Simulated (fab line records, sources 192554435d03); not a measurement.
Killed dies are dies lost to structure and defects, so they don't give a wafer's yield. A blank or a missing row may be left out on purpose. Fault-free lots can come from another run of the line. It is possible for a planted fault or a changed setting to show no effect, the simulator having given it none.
fab line records	flow n5Finfet
record: lots: 4	wafers: 12	lastDay: 17
route steps=1938 shown BEOL_M4@1099 BEOL_M5@1112 BEOL_M7@1301 PASSIVATION@1936
lots that met no fault: from a run of the same line without faults
startH: the number of hours between the record's first day and the start of the first shown wafer of the lot	waitH: hours since the lot's step before	" same as the row above	L1.1+2: a row that stands for several wafers	- no value, or no start given	* or withheld: withheld	< > ~ a bound
route shown NAME@n: NAME is a module with steps in the file, n the number in the route of the first one	usual: mean/standard deviation of fault-free wafers	same: alike in all rows	chamber/n: place in a boat	sites: per-site readings	_std_site: their standard deviation	_edge_site: inner sites' mean taken away from outer sites' mean	radiusMm: how far each site lies from the wafer's centre	mask NAME#n: copy n	behind: the most recent tool/chamber to have shaped the wafer	hold: cause of the lot's hold/its duration in hours/its outcome	device: the n, p or np transistor that did not switch	end of line: the route-end tests of the same wafers	for a step that has no rows: nothing shown but its recipe	killed: not the wafer's yield, but the dies lost to structure and defects at the first sort	map: dies across one wafer; x = killed, . = not, _ = none there
set.NAME: setting as actually run; set.NAME@STEP: the setting as run at that earlier step	model.NAME: the simulator's own value behind a step, which no gauge read
certain route steps with their lots: each step a table, each wafer a row
services: from which hour (startH, from the record's first day; less than 0 if before it) a tool's chamber was out of use, for how many hours, and why
== steps ==
step: N5_BEOL_M4_ANNEAL_95
recipe: tempC: 400	timeS: 240	ambient: vacuum
step: N5_BEOL_M4_SPUTTER_96
recipe: material: Cu	targetThkA: 45	tempC: -20	chamberPressurePa: 0.07	powerW: withheld	timeS: 8.29
step: N5_BEOL_M4_ECD_50
recipe: material: Cu	targetThkA: 3000
step: N5_BEOL_M4_ANNEAL_51
recipe: tempC: 225	timeS: 90	ambient: N2
step: N5_BEOL_M4_CMP_52
recipe: stopOn: SiOC	tOverpolishS: 6.8	downForcePsi: 1	platenRpm: 50	clearingPlatenDownForcePsi: 1.5	clearingPlatenRpm: 50	postCmpClean: cuAlkaline	targetThkNm: 40	clearingPlatenPadVelocityMS: 0.99484	padVelocityMS: 0.99484
step: N5_BEOL_M4_PRE_CLEAN_60
recipe: gas: NH3/H2	timeS: 15	tempC: *	rfPowerW: 300
step: N5_BEOL_M4_CO_CAP_55
recipe: material: Co	targetThkA: 20	tempC: 200	precursor: CCTBA/H2	pressureTorr: 30	timeS: 102.1
step: N5_BEOL_M4_PRE_CLEAN_56
recipe: gas: NH3	timeS: 15	tempC: withheld	rfPowerW: 300
step: N5_BEOL_M4_DEP_57
recipe: material: SiCN	targetThkA: 80	tempC: withheld	precursor: 3MS/NH3	pressureTorr: 3	rfW: 202	timeS: 14
step: N5_BEOL_M4_RC_MEAS_101
usual: DIBL_N: 36.5/1.7	DIBL_P: 36.3/2.1	IOFF_N: 0.16/0.036	IOFF_P: 0.21/0.037	ION_N: 676/12	ION_P: 462/7.6	SS_N: 71.5/0.68	SS_P: 73.3/0.63	VT_N: 249/3.5	VT_P: -250/3.5
lot.wafer	tool	chamber	startH	waitH	DIBL_N[mV/V]	DIBL_P[mV/V]	IOFF_N[nA/um]	IOFF_P[nA/um]	ION_N[uA/um]	ION_P[uA/um]	SS_N[mV/dec]	SS_P[mV/dec]	VT_N[mV]	VT_P[mV]
L604.2	prober-02	0	202.08	0.2	37.2	36.1	0.17	0.23	673	461	70.8	73.4	249	-250
L604.3	"	0	"	"	40.5	39.3	0.26	0.29	699	475	72.6	74.8	243	-246
L604.6	"	0	"	"	38.2	37.6	0.19	0.25	682	467	71.5	74.4	248	-249
L611.1	prober-01	0	251.03	0.0	35.1	36.1	0.13	0.18	668	453	71.6	72.9	251	-251
L611.2	"	0	"	"	39.8	40.8	0.22	0.24	691	465	72.5	74.3	246	-251
L611.4	"	0	"	"	36.1	37.5	0.16	0.19	678	464	71.4	73.5	250	-252
L612.1	prober-02	0	254.55	0.0	33.8	32.1	0.12	0.19	656	465	71.3	72.7	252	-247
L612.2	"	0	"	"	36.8	35.5	0.16	0.24	676	466	71.8	73.0	248	-247
L612.6	"	0	"	"	36.5	35.6	0.16	0.24	670	467	71.1	72.9	248	-247
L617.3	prober-02	0	282.47	0.3	39.6	41.4	0.28	0.32	696	475	73.6	74.2	243	-245
L617.4	"	0	"	"	36.1	36.9	0.17	0.21	681	464	72.4	74.3	248	-252
L617.6	"	0	"	"	35.7	37.0	0.18	0.23	688	469	71.5	73.4	248	-249
step: N5_BEOL_M5_ILD_DEP_00
recipe: material: SiCOH_lowk	targetThkA: 1406.4	tempC: 300	precursor: DEMS/porogen	pressureTorr: 5	rfW: 500	timeS: 25.9
step: N5_BEOL_M5_CURE_79
recipe: tempC: 385	timeS: 240	ambient: He/Ar	material: SiCOH_lowk
step: N5_BEOL_M5_PECVD_70
recipe: material: SiO2	targetThkA: 160	tempC: 400	precursor: TEOS/O2	pressureTorr: 5.5	rfW: 450	teosFlowSccm: 53.8	gas: O2	flowSccm: 3000	timeS: 18
step: N5_BEOL_M5_HM_DEP_02
recipe: material: TiN	targetThkA: 200	tempC: 25	chamberPressurePa: 0.49996
step: N5_BEOL_M5_COAT_59
recipe: resist: SOC	tempC: 250	timeS: 60	spinRpm: 1500	resistThkNm: 60
step: N5_BEOL_M5_COAT_60
recipe: resist: SiARC	tempC: 220	timeS: 60	spinRpm: 1500	resistThkNm: 12
step: N5_BEOL_M5_COAT_71
recipe: resist: underlayer	tempC: 205	timeS: 60	spinRpm: 1500	resistThkNm: 5
step: N5_BEOL_M5_COAT_05
recipe: resist: CAR-EUV	spinRpm: 1500	resistThkNm: 30
step: N5_BEOL_M5_EBR_07
recipe: solvent: PGMEA	ebrWidthMm: 1.5
step: N5_BEOL_M5_SOFTBAKE_06
recipe: tempC: 110	timeS: 60	resist: CAR-EUV
step: N5_BEOL_M5_EXPOSE_08
recipe: maskId: M5	na: 0.33	sourceShape: annular	sigmaInner: 0.4	sigmaOuter: 0.8	polarization: unpolarized	targetCdNm: 28	doseMj: 35.75
step: N5_BEOL_M5_PEB_09
recipe: pebTempC: 100	pebTimeS: 60	resist: CAR-EUV
step: N5_BEOL_M5_DEVELOP_10
recipe: developTimeS: 30	developer: TMAH	resist: CAR-EUV	rinseLiquid: surfactantRinse	dry: airSpin	devTempC: 23
step: N5_BEOL_M5_DESCUM_16
recipe: chemistry: O2	timeS: 7	sourcePowerW: 50	biasPowerW: 20	pressureMtorr: 20	rfFrequencyHz: 2.712e+07	tempC: 40	resist: CAR-EUV	o2FlowSccm: 225
step: N5_BEOL_M5_ETCH_72
recipe: chemistry: N2/H2	target: underlayer	targetDepthA: 65	maskMaterial: CAR-EUV	timeS: 5.2	ionEnergyEv: 200	pressureMtorr: 30	sourceW: 840	biasW: 150	n2FlowSccm: 200	h2FlowSccm: 200	ends: cleared
step: N5_BEOL_M5_ETCH_61
recipe: chemistry: CF4	target: SiARC	targetDepthA: 156	maskMaterial: CAR-EUV	timeS: 26	ionEnergyEv: 80	pressureMtorr: 40	sourceW: 545	biasW: 36	Ar_flow_sccm: 100	cf4FlowSccm: 100	ends: cleared
step: N5_BEOL_M5_ETCH_62
recipe: chemistry: N2/H2	target: SOC	targetDepthA: 750	overetchA: 150	maskMaterial: SiARC	tempC: 40	timeS: 112.5	ionEnergyEv: 200	pressureMtorr: 30	sourceW: 840	biasW: 150	n2FlowSccm: 200	h2FlowSccm: 200
step: N5_BEOL_M5_STRIP_63
recipe: chemistry: N2/H2	tempC: 40	n2FlowSccm: 200	h2FlowSccm: 200	rfFrequencyHz: 6e+07
step: N5_BEOL_M5_STRIP_73
recipe: chemistry: N2/H2	tempC: 40	n2FlowSccm: 200	h2FlowSccm: 200	rfFrequencyHz: 6e+07
step: N5_BEOL_M5_STRIP_64
recipe: chemistry: CF4	resist: SiARC	powerW: 300	biasPowerW: 75	pressureMtorr: 50	cf4FlowSccm: 150	rfFrequencyHz: 6e+07
step: N5_BEOL_M5_HM_OPEN_17
recipe: chemistry: Cl2/BCl3	targetDepthA: 200	overetchA: 60	target: TiN	maskMaterial: SOC	ionEnergyEv: 150	pressureMtorr: 10	icpW: 1000	biasW: 126	Cl2_flow_sccm: 53.25	bcl3FlowSccm: 21.75	Ar_flow_sccm: 25
step: N5_BEOL_M5_STRIP_19
recipe: chemistry: O2	powerW: 400	tempC: 40	pressureMtorr: 30	rfFrequencyHz: 6e+07	biasPowerW: 0	overashFraction: 0.2	o2FlowSccm: 225
step: N5_BEOL_M5_COAT_65
recipe: resist: SOC	tempC: 250	timeS: 60	spinRpm: 1500	resistThkNm: 60
step: N5_BEOL_M5_COAT_66
recipe: resist: SiARC	tempC: 220	timeS: 60	spinRpm: 1500	resistThkNm: 12
step: N5_BEOL_M7_ETCH_65
recipe: chemistry: CF4	target: SiARC	targetDepthA: 156	maskMaterial: CAR-EUV	timeS: 26	ionEnergyEv: 80	pressureMtorr: 40	sourceW: 545	biasW: 36	Ar_flow_sccm: 100	cf4FlowSccm: 100	ends: cleared
usual: biasW: 36.00/0.12	cf4FlowSccm: 100.02/0.27	chamberPressureMTorr: 40.00/0.036	drypumpMotorCurrentA: 5.8/0.42	etchRfOnTimeS: 26.0/0.63	oesProductAu: 0.68/0.051	rfVppV: 184.1/1.1	showerheadPlenumPTorr: 2.15/0.065	throttleValvePct: 15.60/0.15
lot.wafer	tool	chamber	startH	waitH	biasW	cf4FlowSccm	chamberPressureMTorr	drypumpMotorCurrentA	etchRfOnTimeS	oesProductAu	rfHoursCounterH	rfVppV	showerheadPlenumPTorr	throttleValvePct	model.CAR-EUV_of_BEOL_M7_COAT_22.thkNm
L604.2	rieDiel-05	1	229.36	0.0	36.15	100.19	40.02	6.1	26.0	0.67	124	183.1	2.08	15.74	11
L604.3	"	0	"	"	35.75	100.24	39.98	5.9	27.4	0.75	24	184.0	2.19	15.49	11.2
L604.6	"	1	"	"	36.16	100.40	40.01	6.1	25.9	0.66	-	183.3	2.08	15.75	11.2
L611.1	rieDiel-05	0	281.20	0.0	-	-	-	-	-	-	-	-	-	-	20.4
L611.2	"	2	"	"	-	-	-	-	-	-	-	-	-	-	20.4
L611.4	"	0	"	"	-	-	-	-	-	-	-	-	-	-	20.4
L612.1	rieDiel-01	0	283.13	0.0	-	-	-	-	-	-	-	-	-	-	20.2
L612.2	"	1	"	"	-	-	-	-	-	-	-	-	-	-	20.2
L612.6	"	1	"	"	-	-	-	-	-	-	-	-	-	-	20.2
L617.3	rieDiel-04	3	308.53	0.0	36.10	100.13	39.98	5.7	25.7	0.73	39	184.9	2.26	15.38	11
L617.4	"	0	"	"	36.10	100.27	39.97	5.1	24.9	0.63	196	183.4	2.13	15.62	11
L617.6	"	0	"	"	35.97	100.08	40.04	5.1	24.9	0.63	-	183.3	2.13	15.60	11
step: N5_BEOL_M7_ETCH_66
recipe: chemistry: N2/H2	target: SOC	targetDepthA: 800	overetchA: 160	maskMaterial: SiARC	tempC: 40	timeS: 120	ionEnergyEv: 200	pressureMtorr: 30	sourceW: 840	biasW: 150	n2FlowSccm: 200	h2FlowSccm: 200
usual: biasW: 150.0/0.42	chamberPressureMTorr: 30.001/0.028	drypumpMotorCurrentA: 5.8/0.42	oesProductAu: 0.61/0.048	rfVppV: 524.1/2.6	showerheadPlenumPTorr: 2.55/0.087	tempC: 39.99/0.11	throttleValvePct: 17.77/0.18
lot.wafer	tool	chamber	startH	waitH	biasW	chamberPressureMTorr	drypumpMotorCurrentA	oesProductAu	rfHoursCounterH	rfVppV	showerheadPlenumPTorr	tempC	throttleValvePct
L604.2	rieDiel-05	1	229.38	0.0	149.9	30.025	6.2	0.60	124	522.3	2.44	40.01	17.82
L604.3	"	0	"	"	149.5	30.044	5.9	0.69	24	524.2	2.60	40.08	17.81
L604.6	"	1	"	"	149.6	30.005	6.1	0.59	-	521.2	2.44	40.10	17.82
L611.1	rieDiel-05	0	281.23	0.0	150.2	30.008	6.0	0.33	40	524.6	2.59	39.95	17.80
L611.2	"	2	"	"	150.1	30.029	5.3	0.29	138	523.0	2.57	39.91	18.08
L611.4	"	0	"	"	149.8	29.970	5.9	0.33	-	525.8	2.59	40.05	17.79
L612.1	rieDiel-01	0	283.15	0.0	150.0	29.987	6.1	0.27	215	525.3	2.62	39.89	17.79
L612.2	"	1	"	"	150.6	30.001	6.3	0.30	99	521.3	2.46	40.00	17.63
L612.6	"	1	"	"	150.7	29.987	6.3	0.30	-	520.9	2.46	39.81	17.63
L617.3	rieDiel-04	3	308.55	0.0	149.1	30.006	5.7	0.65	39	527.0	2.68	39.86	17.53
L617.4	"	0	"	"	150.6	30.027	5.1	0.56	196	524.3	2.50	40.07	17.67
L617.6	"	0	"	"	150.1	29.912	5.1	0.55	-	522.3	2.50	39.96	17.65
step: N5_PASSIVATION_PROBE_49
usual: defectLimitedYield: 91.4/1.5	killed_at_M0_to_M3: 34/12	killed_at_M4_up: 12/4.9	killedAtContacts: 13/7.2	killedAtFrontEnd: 39/12	killedAtOther: 3.7/2.9	killedDies: 101/18	killedOnRim: 13/4	killedOpen: 67/14	killedShort: 33/7.2	sort_bin_4_leakage: 0.00/0.022	sort_bin_5_function: 5.1/0.97	sort_bin_6_memory: 3.2/0.67	sortNPass: 1079/17	sortYieldPct: 91.4/1.5
same: grossDies: 1180	killedAtBackSide: 0	sort_bin_8_speed[%]: 0
lot.wafer	tool	chamber	startH	waitH	defectLimitedYield[%]	killed_at_M0_to_M3	killed_at_M4_up	killedAtContacts	killedAtFrontEnd	killedAtOther	killedDies	killedOnRim	killedOpen	killedShort	sort_bin_4_leakage[%]	sort_bin_5_function[%]	sort_bin_6_memory[%]	sortNPass	sortYieldPct[%]
L604.2	prober-02	-	309.91	0.1	93.1	28	8	17	28	0	81	13	61	20	0	4.4	2.5	1099	93.1
L604.3	prober-02	-	309.96	0.1	93.9	30	11	12	19	0	72	9	43	29	0	3.6	2.2	1108	93.9
L604.6	prober-02	-	310.11	0.3	93.2	24	14	15	26	1	80	11	60	20	0	4.8	1.9	1100	93.2
L611.1	prober-01	-	356.86	0.0	0	19	1084	14	51	12	1180	152	60	42	0	96.0	3.3	0	0
L611.2	prober-01	-	356.91	0.1	0	45	1095	12	26	2	1180	152	67	30	0	97.2	2.5	0	0
L611.4	prober-01	-	357.01	0.2	0	30	1101	11	35	3	1180	152	58	27	0	97.0	2.8	0	0
L612.1	prober-01	-	364.29	0.0	0	20	1123	12	22	3	1180	152	52	16	0	98.1	1.9	0	0
L612.2	prober-01	-	364.34	0.1	0	18	1095	20	46	1	1180	152	58	35	0	96.6	3.0	0	0
L612.6	prober-01	-	364.54	0.3	0	23	1108	8	39	2	1180	152	50	27	0	96.8	3.1	0	0
L617.3	prober-02	-	398.09	0.7	91.7	24	16	20	34	4	98	6	65	33	0.25	5.2	3.1	1079	91.4
L617.4	prober-02	-	398.14	0.7	92.4	22	22	13	24	9	90	9	60	28	0	4.2	2.9	1090	92.4
L617.6	prober-02	-	398.24	0.8	92.0	38	11	13	27	5	94	9	53	40	0	4.2	3.3	1086	92.0
killed by level:class
L604.2 MOL_CONTACT_COAG:geometricParticle:open=12 BEOL_M0_SAQP:geometricParticle:open=8 BEOL_M3:geometricParticle:open=8 DUMMY_GATE:geometricParticle:open=7 STI_FIN_REVEAL:geometricParticle:open=5 MOL_CONTACT_COAG:geometricParticle:short=5 BEOL_M0_SAQP:geometricParticle:short=5 FIN_SAQP:geometricParticle:open=4
L604.3 MOL_CONTACT_COAG:geometricParticle:open=8 BEOL_M0_SAQP:geometricParticle:short=8 BEOL_M2:geometricParticle:open=7 FIN_SAQP:geometricParticle:short=6 BEOL_M0_SAQP:geometricParticle:open=5 MOL_CONTACT_COAG:geometricParticle:short=4 BEOL_M4:geometricParticle:open=4 BEOL_M3:geometricParticle:open=4
L604.6 MOL_CONTACT_COAG:geometricParticle:open=12 BEOL_M1:geometricParticle:open=8 STI_FIN_REVEAL:geometricParticle:open=7 BEOL_M4:geometricParticle:open=6 ILD0:geometricParticle:open=5 ILD0:geometricParticle:short=4 BEOL_M0_SAQP:geometricParticle:open=4 BEOL_M2:geometricParticle:open=4
L611.1 BEOL_M7:areaEtch=1077 FIN_SAQP:geometricParticle:open=18 GATE_CUT:geometricParticle:short=10 MOL_CONTACT_COAG:geometricParticle:open=10 FIN_SAQP:geometricParticle:short=7 GATE_CUT:geometricParticle:open=6 BEOL_M0_SAQP:geometricParticle:short=5 MIM_TOP:geometricParticle:open=5
L611.2 BEOL_M7:areaEtch=1082 BEOL_M0_SAQP:geometricParticle:short=16 MOL_CONTACT_COAG:geometricParticle:open=12 BEOL_M0_SAQP:geometricParticle:open=10 BEOL_M3:geometricParticle:open=5 GATE_CUT:geometricParticle:open=5 BEOL_M5:geometricParticle:open=5 STI_FIN_REVEAL:geometricParticle:open=4
L611.4 BEOL_M7:areaEtch=1094 FIN_SAQP:geometricParticle:open=16 FIN_SAQP:geometricParticle:short=7 MOL_CONTACT_COAG:geometricParticle:open=7 BEOL_M0_SAQP:geometricParticle:short=7 BEOL_M1:geometricParticle:open=6 BEOL_M0_SAQP:geometricParticle:open=6 BEOL_M3:geometricParticle:open=6
L612.1 BEOL_M7:areaEtch=1112 MOL_CONTACT_COAG:geometricParticle:open=9 GATE_CUT:geometricParticle:open=6 BEOL_M2:geometricParticle:open=6 DUMMY_GATE:geometricParticle:open=4 BEOL_M2:geometricParticle:short=4 BEOL_M3:geometricParticle:open=4 BEOL_M5:geometricParticle:open=4
L612.2 BEOL_M7:areaEtch=1084 FIN_SAQP:geometricParticle:open=14 MOL_CONTACT_COAG:geometricParticle:open=14 GATE_CUT:geometricParticle:short=7 MOL_CONTACT_COAG:geometricParticle:short=6 BEOL_M3:geometricParticle:open=5 BEOL_M4:geometricParticle:open=5 BEOL_M4:geometricParticle:short=4
L612.6 BEOL_M7:areaEtch=1100 STI_FIN_REVEAL:geometricParticle:open=12 MOL_CONTACT_COAG:geometricParticle:open=7 BEOL_M2:geometricParticle:open=7 FIN_SAQP:geometricParticle:short=6 DUMMY_GATE:geometricParticle:open=6 BEOL_M3:geometricParticle:open=5 BEOL_M4:geometricParticle:open=4
L617.3 MOL_CONTACT_COAG:geometricParticle:open=14 GATE_CUT:geometricParticle:open=8 FIN_SAQP:geometricParticle:open=7 GATE_CUT:geometricParticle:short=7 BEOL_M4:geometricParticle:open=7 FIN_SAQP:geometricParticle:short=6 MOL_CONTACT_COAG:geometricParticle:short=6 BEOL_M0_SAQP:geometricParticle:open=5
L617.4 BEOL_M4:geometricParticle:open=14 MOL_CONTACT_COAG:geometricParticle:open=9 BEOL_M2:geometricParticle:open=7 PASS1_CAP:geometricParticle:short=6 STI_FIN_REVEAL:geometricParticle:open=4 MOL_CONTACT_COAG:geometricParticle:short=4 BEOL_M1:geometricParticle:open=4 BEOL_M3:geometricParticle:open=4
L617.6 BEOL_M0_SAQP:geometricParticle:open=10 MOL_CONTACT_COAG:geometricParticle:open=9 BEOL_M0_SAQP:geometricParticle:short=9 BEOL_M2:geometricParticle:short=6 BEOL_M1:geometricParticle:open=5 STI_FIN_REVEAL:geometricParticle:open=4 MOL_CONTACT_COAG:geometricParticle:short=4 BEOL_M3:geometricParticle:open=4
map L611.1 (x killed, . not)
_________________xxxxxxxxxxxx________________
______________xxxxxxxxxxxxxxxxxx_____________
___________xxxxxxxxxxxxxxxxxxxxxxxx__________
__________xxxxxxxxxxxxxxxxxxxxxxxxxx_________
________xxxxxxxxxxxxxxxxxxxxxxxxxxxxxx_______
_______xxxxxxxxxxxxxxxxxxxxxxxxxxxxxxxx______
______xxxxxxxxxxxxxxxxxxxxxxxxxxxxxxxxxx_____
_____xxxxxxxxxxxxxxxxxxxxxxxxxxxxxxxxxxxx____
____xxxxxxxxxxxxxxxxxxxxxxxxxxxxxxxxxxxxxx___
___xxxxxxxxxxxxxxxxxxxxxxxxxxxxxxxxxxxxxxxx__
___xxxxxxxxxxxxxxxxxxxxxxxxxxxxxxxxxxxxxxxx__
__xxxxxxxxxxxxxxxxxxxxxxxxxxxxxxxxxxxxxxxxxx_
__xxxxxxxxxxxxxxxxxxxxxxxxxxxxxxxxxxxxxxxxxx_
_xxxxxxxxxxxxxxxxxxxxxxxxxxxxxxxxxxxxxxxxxxxx
_xxxxxxxxxxxxxxxxxxxxxxxxxxxxxxxxxxxxxxxxxxxx
_xxxxxxxxxxxxxxxxxxxxxxxxxxxxxxxxxxxxxxxxxxxx
_xxxxxxxxxxxxxxxxxxxxxxxxxxxxxxxxxxxxxxxxxxxx
_xxxxxxxxxxxxxxxxxxxxxxxxxxxxxxxxxxxxxxxxxxxx
_xxxxxxxxxxxxxxxxxxxxxxxxxxxxxxxxxxxxxxxxxxxx
_xxxxxxxxxxxxxxxxxxxxxxxxxxxxxxxxxxxxxxxxxxxx
_xxxxxxxxxxxxxxxxxxxxxxxxxxxxxxxxxxxxxxxxxxxx
__xxxxxxxxxxxxxxxxxxxxxxxxxxxxxxxxxxxxxxxxxx_
__xxxxxxxxxxxxxxxxxxxxxxxxxxxxxxxxxxxxxxxxxx_
___xxxxxxxxxxxxxxxxxxxxxxxxxxxxxxxxxxxxxxxx__
___xxxxxxxxxxxxxxxxxxxxxxxxxxxxxxxxxxxxxxxx__
____xxxxxxxxxxxxxxxxxxxxxxxxxxxxxxxxxxxxxx___
_____xxxxxxxxxxxxxxxxxxxxxxxxxxxxxxxxxxxx____
______xxxxxxxxxxxxxxxxxxxxxxxxxxxxxxxxxx_____
_______xxxxxxxxxxxxxxxxxxxxxxxxxxxxxxxx______
________xxxxxxxxxxxxxxxxxxxxxxxxxxxxxx_______
__________xxxxxxxxxxxxxxxxxxxxxxxxxx_________
___________xxxxxxxxxxxxxxxxxxxxxxxx__________
______________xxxxxxxxxxxxxxxxxx_____________
_________________xxxxxxxxxxxx________________
map L612.1 (x killed, . not)
_________________xxxxxxxxxxxx________________
______________xxxxxxxxxxxxxxxxxx_____________
___________xxxxxxxxxxxxxxxxxxxxxxxx__________
__________xxxxxxxxxxxxxxxxxxxxxxxxxx_________
________xxxxxxxxxxxxxxxxxxxxxxxxxxxxxx_______
_______xxxxxxxxxxxxxxxxxxxxxxxxxxxxxxxx______
______xxxxxxxxxxxxxxxxxxxxxxxxxxxxxxxxxx_____
_____xxxxxxxxxxxxxxxxxxxxxxxxxxxxxxxxxxxx____
____xxxxxxxxxxxxxxxxxxxxxxxxxxxxxxxxxxxxxx___
___xxxxxxxxxxxxxxxxxxxxxxxxxxxxxxxxxxxxxxxx__
___xxxxxxxxxxxxxxxxxxxxxxxxxxxxxxxxxxxxxxxx__
__xxxxxxxxxxxxxxxxxxxxxxxxxxxxxxxxxxxxxxxxxx_
__xxxxxxxxxxxxxxxxxxxxxxxxxxxxxxxxxxxxxxxxxx_
_xxxxxxxxxxxxxxxxxxxxxxxxxxxxxxxxxxxxxxxxxxxx
_xxxxxxxxxxxxxxxxxxxxxxxxxxxxxxxxxxxxxxxxxxxx
_xxxxxxxxxxxxxxxxxxxxxxxxxxxxxxxxxxxxxxxxxxxx
_xxxxxxxxxxxxxxxxxxxxxxxxxxxxxxxxxxxxxxxxxxxx
_xxxxxxxxxxxxxxxxxxxxxxxxxxxxxxxxxxxxxxxxxxxx
_xxxxxxxxxxxxxxxxxxxxxxxxxxxxxxxxxxxxxxxxxxxx
_xxxxxxxxxxxxxxxxxxxxxxxxxxxxxxxxxxxxxxxxxxxx
_xxxxxxxxxxxxxxxxxxxxxxxxxxxxxxxxxxxxxxxxxxxx
__xxxxxxxxxxxxxxxxxxxxxxxxxxxxxxxxxxxxxxxxxx_
__xxxxxxxxxxxxxxxxxxxxxxxxxxxxxxxxxxxxxxxxxx_
___xxxxxxxxxxxxxxxxxxxxxxxxxxxxxxxxxxxxxxxx__
___xxxxxxxxxxxxxxxxxxxxxxxxxxxxxxxxxxxxxxxx__
____xxxxxxxxxxxxxxxxxxxxxxxxxxxxxxxxxxxxxx___
_____xxxxxxxxxxxxxxxxxxxxxxxxxxxxxxxxxxxx____
______xxxxxxxxxxxxxxxxxxxxxxxxxxxxxxxxxx_____
_______xxxxxxxxxxxxxxxxxxxxxxxxxxxxxxxx______
________xxxxxxxxxxxxxxxxxxxxxxxxxxxxxx_______
__________xxxxxxxxxxxxxxxxxxxxxxxxxx_________
___________xxxxxxxxxxxxxxxxxxxxxxxx__________
______________xxxxxxxxxxxxxxxxxx_____________
_________________xxxxxxxxxxxx________________
== services ==
tool	chamber	startH	hours	kind
rieDiel-05	2	205.97	1.6	repair
rieDiel-05	-	216.89	0.8	repair
rieDiel-04	2	233.69	4.1	repair
rieDiel-04	2	252.40	19.3	repair
rieDiel-05	3	276.30	-	clean
rieDiel-05	3	276.30	-	consumableReplace:focusRing
rieDiel-05	3	276.30	31.9	scheduledDown
rieDiel-05	3	276.30	31.9	ventCycle
== key ==
firstSign: step: N5_BEOL_M7_ETCH_65	reading: toolRecord	direction: missing
effect: step: N5_BEOL_M7_ETCH_66	reading: oesProductAu	direction: down	sigmas: 6.3	usual: 0.61	struck: 0.30
effect: step: N5_PASSIVATION_PROBE_49	reading: killed_at_M4_up	direction: up	sigmas: 99+	usual: 12	struck: 1101
modelEffect: step: N5_BEOL_M7_ETCH_65	value: CAR-EUV_of_BEOL_M7_COAT_22.thkNm	without: 11.13	struck: 20.3
moreKillsBornAt: N5_BEOL_M7_ETCH_65@rieDiel-01: 3296	N5_BEOL_M7_ETCH_65@rieDiel-05: 3253
metAt N5_BEOL_M7_ETCH_65
struckWafers L611.1,L611.2,L611.4,L612.1,L612.2,L612.6
laterRowsLeftOut L611.1,L611.2,L611.4,L612.1,L612.2,L612.6
onsetBetween 229.36 281.20
fault: kind: skippedStepWhole	tool: rieDiel-01,rieDiel-05	chamber: -	onsetH: 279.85	steps: N5_BEOL_M7_ETCH_65	scope: struckLotsOnly
laterRowsLeftOut: the simulator's readings of these wafers behind a module that went badly wrong aren't trusted and aren't shown, but for the sort
